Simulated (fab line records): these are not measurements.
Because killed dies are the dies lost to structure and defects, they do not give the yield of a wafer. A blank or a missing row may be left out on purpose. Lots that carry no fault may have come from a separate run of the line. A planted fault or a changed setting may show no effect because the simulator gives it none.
Split-lot experiment :: flow n5 finfet :: 21 wafers read across 7 lots, on a route 1938 steps long

ABOUT THE SPLIT
At N5_DUMMY_GATE_PECVD_30 (deposits SiO2 from TEOS/O2, target thk 55 nm, time 10.8 s), the setting time s was moved away from the recipe's 10.8 s on 5 of the 21 wafers read, by -5.6% to +12.2%. All remaining wafers had this setting at the recipe value.

FROM THE SPLIT TO THE READING: what the file shows between them, 7 steps
- N5_DUMMY_GATE_EXPOSE_12: exposes mask GATE, target cd 25 nm (also split here: dose mj)
- N5_DUMMY_GATE_PEB_13: peb time 60 s
- N5_DUMMY_GATE_DEVELOP_14: develop time 30 s
- N5_DUMMY_GATE_ETCH_31: etches SiO2 in C4F6/O2, target depth 82.5 nm, time 27.5 s
- N5_DUMMY_GATE_STRIP_41: strips in O2
- N5_DUMMY_GATE_HM_OPEN_21: chemistry CH3F/O2, target SiNx, target depth 120 nm, time 171.4 s
- N5_DUMMY_GATE_ETCH_32: etches SiO2 in CF4, target depth 3.5 nm, time 3.9 s

THE READING
SiO2_of_DUMMY_GATE_PECVD_30.thk nm (the simulator's own value, which no gauge read), in nm, at N5_DUMMY_GATE_ETCH_23 (etches poly-Si in HBr/Cl2/O2, target depth 41 nm, time 22.3 s). The file does not state a usual value for it. Across the 16 wafers here that went through the recipe, the average is 39.4 nm and the standard deviation 1 nm.

wafer: L078.1
tool, chamber at the split: pecvd-01, 2
time s as run, s: 10.8
against the recipe: recipe
SiO2_of_DUMMY_GATE_PECVD_30.thk nm, nm: 39.6
against lot-mates on the recipe: -

wafer: L078.2
tool, chamber at the split: pecvd-01, 0
time s as run, s: 10.8
against the recipe: recipe
SiO2_of_DUMMY_GATE_PECVD_30.thk nm, nm: 39.6
against lot-mates on the recipe: -

wafer: L078.3
tool, chamber at the split: pecvd-01, 1
time s as run, s: 11.78
against the recipe: +9.1%
SiO2_of_DUMMY_GATE_PECVD_30.thk nm, nm: 43.2
against lot-mates on the recipe: +3.6

wafer: L081.2
tool, chamber at the split: pecvd-03, 0
time s as run, s: 11.88
against the recipe: +10.0%
SiO2_of_DUMMY_GATE_PECVD_30.thk nm, nm: 43.4
against lot-mates on the recipe: +4.1

wafer: L081.4
tool, chamber at the split: pecvd-03, 0,2
time s as run, s: 10.8
against the recipe: recipe
SiO2_of_DUMMY_GATE_PECVD_30.thk nm, nm: 39
against lot-mates on the recipe: -

wafer: L081.5
tool, chamber at the split: pecvd-03, 0,2
time s as run, s: 10.8
against the recipe: recipe
SiO2_of_DUMMY_GATE_PECVD_30.thk nm, nm: 39.6
against lot-mates on the recipe: -

wafer: L082.1
tool, chamber at the split: pecvd-02, 2
time s as run, s: 12.12
against the recipe: +12.2%
SiO2_of_DUMMY_GATE_PECVD_30.thk nm, nm: 44.2
against lot-mates on the recipe: +4.6

wafer: L082.5
tool, chamber at the split: pecvd-02, 2
time s as run, s: 12.12
against the recipe: +12.2%
SiO2_of_DUMMY_GATE_PECVD_30.thk nm, nm: 46.8
against lot-mates on the recipe: +7.2

wafer: L082.6
tool, chamber at the split: pecvd-02, 1
time s as run, s: 10.8
against the recipe: recipe
SiO2_of_DUMMY_GATE_PECVD_30.thk nm, nm: 39.6
against lot-mates on the recipe: -

wafer: L087.1
tool, chamber at the split: pecvd-02, 0
time s as run, s: 10.8
against the recipe: recipe
SiO2_of_DUMMY_GATE_PECVD_30.thk nm, nm: 40.2
against lot-mates on the recipe: -

wafer: L087.3
tool, chamber at the split: pecvd-02, 1,0
time s as run, s: 10.8
against the recipe: recipe
SiO2_of_DUMMY_GATE_PECVD_30.thk nm, nm: 39.8
against lot-mates on the recipe: -

wafer: L087.4
tool, chamber at the split: pecvd-02, 1,0
time s as run, s: 10.8
against the recipe: recipe
SiO2_of_DUMMY_GATE_PECVD_30.thk nm, nm: 39.8
against lot-mates on the recipe: -

wafer: L088.1
tool, chamber at the split: pecvd-02, 0
time s as run, s: 10.19
against the recipe: -5.6%
SiO2_of_DUMMY_GATE_PECVD_30.thk nm, nm: 36.6
against lot-mates on the recipe: -4.3

wafer: L088.4
tool, chamber at the split: pecvd-02, 2
time s as run, s: 10.8
against the recipe: recipe
SiO2_of_DUMMY_GATE_PECVD_30.thk nm, nm: 41.2
against lot-mates on the recipe: -

wafer: L088.6
tool, chamber at the split: pecvd-02, 0
time s as run, s: 10.8
against the recipe: recipe
SiO2_of_DUMMY_GATE_PECVD_30.thk nm, nm: 40.6
against lot-mates on the recipe: -

wafer: L090.2
tool, chamber at the split: pecvd-02, 2
time s as run, s: 10.8
against the recipe: recipe
SiO2_of_DUMMY_GATE_PECVD_30.thk nm, nm: 38.4
against lot-mates on the recipe: -

wafer: L090.4
tool, chamber at the split: pecvd-02, 1,0
time s as run, s: 10.8
against the recipe: recipe
SiO2_of_DUMMY_GATE_PECVD_30.thk nm, nm: 39.6
against lot-mates on the recipe: -

wafer: L090.5
tool, chamber at the split: pecvd-02, 1,0
time s as run, s: 10.8
against the recipe: recipe
SiO2_of_DUMMY_GATE_PECVD_30.thk nm, nm: 39.4
against lot-mates on the recipe: -

wafer: L097.1
tool, chamber at the split: pecvd-01, 1
time s as run, s: 10.8
against the recipe: recipe
SiO2_of_DUMMY_GATE_PECVD_30.thk nm, nm: 37
against lot-mates on the recipe: -

wafer: L097.5
tool, chamber at the split: pecvd-01, 1
time s as run, s: 10.8
against the recipe: recipe
SiO2_of_DUMMY_GATE_PECVD_30.thk nm, nm: 37.4
against lot-mates on the recipe: -

wafer: L097.6
tool, chamber at the split: pecvd-01, 0
time s as run, s: 10.8
against the recipe: recipe
SiO2_of_DUMMY_GATE_PECVD_30.thk nm, nm: 39.6
against lot-mates on the recipe: -
When a row names more than one chamber, that row covers several wafers, and the file does not tell which wafer ran in which chamber.

FIT RESULTS
A straight line over all 21 wafers: SiO2_of_DUMMY_GATE_PECVD_30.thk nm changes by +0.469 nm for each +1% of time s; r = +0.91; the points scatter about the line by 1.1 nm.
The same after taking each lot's own level away (the mean of its wafers on the recipe; 21 wafers): +0.483 nm for each +1%; r = +0.95; scatter 0.79 nm.
Per that fit: largest time s move, reading shift of 5.9 nm.
Measured against the standard deviation above, the lots' own levels, which go from 38.00 to 40.90 nm, span 2.8 times it.
Hence the lot-to-lot level has little effect on the slope; both slopes agree.
Check: +6.23 nm against its lot-mates is what the line predicts for one of the wafers moved furthest among these (+12.2%) when that wafer is left out of the fit. Against them it came out at +4.6 nm.

OTHER SPLITS APPLIED TO THESE WAFERS
Other splits were also applied to these wafers ahead of the reading. Each is held against what the fit with the lots' levels taken away leaves over:
other split on the same wafers: N5_FIN_SAQP_EXPOSE_13 dose mj
wafers away from the commonest value: 11
r with SiO2_of_DUMMY_GATE_PECVD_30.thk nm (lot level and that fit taken away): -0.15

other split on the same wafers: N5_FIN_SAQP_DEVELOP_15 develop time s
wafers away from the commonest value: 5
r with SiO2_of_DUMMY_GATE_PECVD_30.thk nm (lot level and that fit taken away): -0.04

other split on the same wafers: N5_FIN_CUT_COAT_02 spin rpm
wafers away from the commonest value: 7
r with SiO2_of_DUMMY_GATE_PECVD_30.thk nm (lot level and that fit taken away): -0.09

other split on the same wafers: N5_DUMMY_GATE_EXPOSE_12 dose mj
wafers away from the commonest value: 5
r with SiO2_of_DUMMY_GATE_PECVD_30.thk nm (lot level and that fit taken away): -0.01

THE WHOLE CHAIN: every reading that the file lists as answering this split, in the file's order
step: N5_DUMMY_GATE_PECVD_30
what it does: deposits SiO2 from TEOS/O2, target thk 55 nm, time 10.8 s
reading: SiO2_of_DUMMY_GATE_PECVD_30.thk nm (the simulator's own value, which no gauge read)
change (the file's fit): +0.49 nm for each +1% of the setting
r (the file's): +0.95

step: N5_DUMMY_GATE_HM_OPEN_21
what it does: chemistry CH3F/O2, target SiNx, target depth 120 nm, time 171.4 s
reading: SiO2_of_DUMMY_GATE_PECVD_30.thk nm (the simulator's own value, which no gauge read)
change (the file's fit): +0.461 nm for each +1% of the setting
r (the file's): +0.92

step: N5_DUMMY_GATE_ETCH_32
what it does: etches SiO2 in CF4, target depth 3.5 nm, time 3.9 s
reading: SiO2_of_DUMMY_GATE_PECVD_30.thk nm (the simulator's own value, which no gauge read)
change (the file's fit): +0.477 nm for each +1% of the setting
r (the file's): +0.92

step: N5_DUMMY_GATE_ETCH_23
what it does: etches poly-Si in HBr/Cl2/O2, target depth 41 nm, time 22.3 s
reading: SiO2_of_DUMMY_GATE_PECVD_30.thk nm (the simulator's own value, which no gauge read)
change (the file's fit): +0.468 nm for each +1% of the setting
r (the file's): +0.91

FILE'S OWN FIT
SiO2_of_DUMMY_GATE_PECVD_30.thk nm changes by +0.468 nm for each +1% of time s, r = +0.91.
